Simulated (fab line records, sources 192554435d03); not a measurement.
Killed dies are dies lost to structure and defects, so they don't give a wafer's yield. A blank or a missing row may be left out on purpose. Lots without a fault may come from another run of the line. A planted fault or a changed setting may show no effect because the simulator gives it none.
Chamber matching | flow n5_finfet | N5_BEOL_M4_ILD_DEP_00 on pecvd-03: 3 sister chambers
The step deposits SiOC from DEMS/O2, target thk 79 nm, time 15.3 s. 20 wafers are shown with their chamber, then 10 later ones without.

WAFERS WITH THEIR CHAMBER
wafer  | chamber | throttle_valve_pct (%) | heater_power_w (W) | showerhead_plenum_p_Torr (Torr)
L075.1 | 0       | 12.8                   | 589                | 5.714
L075.2 | 2       | 11.6                   | 407                | 5.706
L075.6 | 2       | 11.4                   | 414                | 5.699
L074.3 | 2       | 11.2                   | 424                | 5.699
L074.5 | 1       | 12.6                   | 517                | 5.668
L074.6 | 0       | 12.7                   | 582                | 5.706
L077.2 | 2       | 11.2                   | 425                | 5.691
L077.5 | 2       | 11.3                   | 427                | 5.703
L077.6 | 0       | 12.7                   | 632                | 5.704
L081.1 | 1       | 12.3                   | 593                | 5.668
L081.4 | 2       | 11.4                   | 442                | 5.701
L081.5 | 1       | 12.4                   | 592                | 5.669
L084.2 | 0       | 12.6                   | 547                | 5.712
L084.3 | 1       | 12.3                   | 587                | 5.663
L084.5 | 2       | 11.5                   | 379                | 5.711
L082.1 | 0       | 13.0                   | 619                | 5.700
L082.3 | 1       | 12.6                   | 602                | 5.670
L082.4 | 0       | 12.9                   | 610                | 5.714
L085.2 | 0       | 12.9                   | 603                | 5.700
L085.3 | 1       | 12.6                   | 528                | 5.681

SIGNATURES (means of the wafers above)
reading                  | chamber 0 | chamber 1 | chamber 2 | scatter within a chamber
throttle_valve_pct       | 12.800    | 12.467    | 11.371    | 0.147
heater_power_w           | 597.43    | 569.83    | 416.86    | 28.7
showerhead_plenum_p_Torr | 5.70714   | 5.66983   | 5.70143   | 0.00616
Rule: a wafer's distance from a chamber is the root of the sum, over the readings, of the square of ((its reading less the chamber's mean) divided by the reading's scatter). The wafer belongs to the nearest chamber; if the next one is less than 2 further off, it can't be placed. The scatter: the root of (the sum of the squares of (reading less its chamber's mean) over the shown wafers, divided by (wafers less chambers)).

WAFERS WITHOUT THEIR CHAMBER
wafer  | throttle_valve_pct (%) | heater_power_w (W) | showerhead_plenum_p_Torr (Torr)
L085.4 | 12.5                   | 527                | 5.664
L088.1 | 11.5                   | 396                | 5.719
L088.5 | 11.3                   | 413                | 5.704
L088.6 | 12.9                   | 583                | 5.725
L086.1 | 12.3                   | 611                | 5.658
L086.5 | 12.7                   | 618                | 5.676
L086.6 | 12.9                   | 568                | 5.724
L097.2 | 12.2                   | 641                | 5.680
L097.3 | 12.7                   | 600                | 5.703
L097.5 | 11.6                   | 437                | 5.714

WHICH CHAMBER EACH WENT THROUGH
wafer  | from the rows above | in truth
L085.4 | 1                   | 1
L088.1 | 2                   | 2
L088.5 | 2                   | 2
L088.6 | 0                   | 0
L086.1 | 1                   | 1
L086.5 | 1                   | 1
L086.6 | 0                   | 0
L097.2 | 1                   | 1
L097.3 | 0                   | 0
L097.5 | 2                   | 2
Placed correctly: 10 of 10. Can't be placed from these rows: 0. Placed wrongly: 0.
